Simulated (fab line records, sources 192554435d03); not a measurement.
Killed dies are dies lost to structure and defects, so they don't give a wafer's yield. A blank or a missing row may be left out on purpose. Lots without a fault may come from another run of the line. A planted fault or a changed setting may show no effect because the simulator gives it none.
A struck lot beside a sound one | flow n5_finfet | 19 steps out of a route of 1938
Sound: wafers L837.1, L837.4, L837.6. Struck: wafers L847.4, L847.5. The cause comes at the end.
At each step with rows: each side's tool, then ch and its chambers, then its first start. Under that, the readings that differ: sound wafers | struck wafers | difference of the means | sigmas: that difference in standard deviations of wafers without a fault.
alike: readings whose means differ by less than 2 such deviations, and words and numbers that are the same on both sides. not compared: withheld readings, readings that some wafer has no value for, bounds like >300 that may hide the same value, and numbers for which the record gives no deviation and whose values overlap.
The two part at a step that has a row with sigmas, a row that says differs or no value, or rows on one side only. Numbers that don't overlap but have no deviation are shown without sigmas and don't part them. A reading that every wafer of one side lacks parts them only if that side has two wafers or more.

first, 2 steps without rows for these wafers: N5_FIN_CUT_PEB_06 (peb time 60 s); N5_FIN_CUT_DEVELOP_07 (develop time 30 s).
N5_FIN_CUT_CD_MEAS_08: target cd 29.1 nm.
  sound on cd_sem-03 ch 0, day 2 03:01; struck on cd_sem-01 ch 0, day 4 15:44
  alike: cd_nm
N5_FIN_CUT_OVL_MEAS_09:
  sound on overlay-01 ch 0, day 2 03:02; struck on overlay-01 ch 0, day 4 15:47
  alike: FIN_CUT_OVL
N5_FIN_CUT_INSPECT_10: inspects for defects (brightfield).
  sound on defect_inspect-02, day 2 03:06; struck on defect_inspect-02, day 4 15:50
  alike: raw_defect_count
N5_FIN_CUT_DESCUM_13: chemistry O2, time 7 s.
  sound on rie_diel-04 ch 0,1, day 2 03:17; struck on rie_diel-01 ch 2,3, day 4 15:52
  alike: drypump_motor_current_A, o2_flow_sccm, oes_product_au, rf_fwd_power_W, rf_vpp_V, showerhead_plenum_p_Torr, throttle_valve_pct
  not compared: rf_hours_counter_h
N5_FIN_CUT_ETCH_30: etches underlayer in N2/H2, target depth 13 nm, time 10.4 s.
  sound on rie_diel-04 ch 0,1, day 2 03:19; struck on rie_diel-01 ch 2,3, day 4 15:54
  alike: drypump_motor_current_A, etch_rf_on_time_s, h2_flow_sccm, oes_product_au, rf_fwd_power_W, rf_vpp_V, showerhead_plenum_p_Torr, throttle_valve_pct
  not compared: rf_hours_counter_h
N5_FIN_CUT_ETCH_20: etches SiARC in CF4, target depth 26 nm, time 43.3 s.
  sound on rie_diel-04 ch 0,1, day 2 03:20; struck on rie_diel-01 ch 2,3, day 4 15:55
  alike: drypump_motor_current_A, etch_rf_on_time_s, oes_product_au, rf_fwd_power_W, rf_vpp_V, showerhead_plenum_p_Torr, throttle_valve_pct
  not compared: rf_hours_counter_h
then, 3 steps without rows for these wafers: N5_FIN_CUT_ETCH_21 (etches SOC in N2/H2, target depth 219 nm, overetch 43.8 nm, time 523.5 s); N5_FIN_CUT_STRIP_23 (strips in N2/H2); N5_FIN_CUT_STRIP_31 (strips in N2/H2).
N5_FIN_CUT_STRIP_24: strips in CF4.
  sound on rie_diel-04 ch 0,1, day 2 03:42; struck on rie_diel-01 ch 2,3, day 4 16:17
  alike: drypump_motor_current_A, oes_product_au, rf_fwd_power_W, rf_vpp_V, showerhead_plenum_p_Torr, throttle_valve_pct
  not compared: rf_hours_counter_h
N5_FIN_CUT_CUT_ETCH_26: etches SiNx in CH3F/O2, target depth 39 nm, time 55.7 s.
  sound on rie_diel-04 ch 0,1, day 2 03:43; struck on rie_diel-01 ch 2,3, day 4 16:18
  reading                                  | sound             | struck      | difference | sigmas
  rf_fwd_power_W (W)                       | 390.7 395.0 395.1 | 389.5 390.1 | -3.8       | -3
  model.etch.depth_nm (nm)                 | 39.54 39.69 39.43 | 32.25 31.91 | -7.47      |
  model.SOC_of_FIN_CUT_COAT_18.thk_nm (nm) | 211.2 210.6 211.6 | 214.8 214.6 | +3.6       |
  alike: drypump_motor_current_A, oes_product_au, rf_vpp_V, showerhead_plenum_p_Torr, throttle_valve_pct
  not compared: rf_hours_counter_h
then, 3 steps without rows for these wafers: N5_FIN_CUT_CUT_ETCH_27 (etches SiO2 in CHF3/O2, target depth 4 nm, overetch 2 nm, time 4.9 s); N5_FIN_CUT_PRECLEAN_35 (cleans in vHF, time 13.3 s); N5_FIN_CUT_CUT_ETCH_15 (etches Si in HBr/Cl2/O2, target depth 100 nm, bt time 10 s, time 42.4 s).
N5_FIN_CUT_CUT_ETCH_28: etches Si in HBr/Cl2/O2, target depth 6 nm, time 2.4 s.
  sound on rie_si-03 ch 0,2,3, day 2 03:58; struck on rie_si-03 ch 0, day 4 17:19
  reading                                  | sound         | struck      | difference | sigmas
  model.SOC_of_FIN_CUT_COAT_18.thk_nm (nm) | 169 168 168.8 | 171.4 171.4 | +2.8       |
  alike: drypump_motor_current_A, oes_product_au, throttle_valve_pct
  not compared: rf_fwd_power_W, rf_hours_counter_h
N5_FIN_CUT_STRIP_22: strips in N2/H2.
  sound on rie_diel-05 ch 0,1,3, day 2 04:11; struck on rie_diel-05 ch 1,3, day 4 17:23
  alike: drypump_motor_current_A, h2_flow_sccm, oes_product_au, rf_vpp_V, showerhead_plenum_p_Torr, throttle_valve_pct
  not compared: rf_hours_counter_h
-- the record jumps here: 10 days lie between the struck wafers' starts before and after (it left off in module FIN_CUT and takes up again in module PASSIVATION, whose first step shown is number 1936 of the route) --
N5_PASSIVATION_PROBE_49:
  sound on prober-01, day 12 18:16; struck on prober-01, day 15 03:10
  alike: killed_at_M0_to_M3, killed_at_M4_up, killed_at_contacts, killed_at_front_end, killed_at_other, killed_dies, killed_open, killed_short

WHERE THEY PART
Only at N5_FIN_CUT_CUT_ETCH_26, within this record. Later steps at which nothing parts them and some readings are alike: N5_FIN_CUT_CUT_ETCH_28, N5_FIN_CUT_STRIP_22, N5_PASSIVATION_PROBE_49.

WHY: what the simulator had put in
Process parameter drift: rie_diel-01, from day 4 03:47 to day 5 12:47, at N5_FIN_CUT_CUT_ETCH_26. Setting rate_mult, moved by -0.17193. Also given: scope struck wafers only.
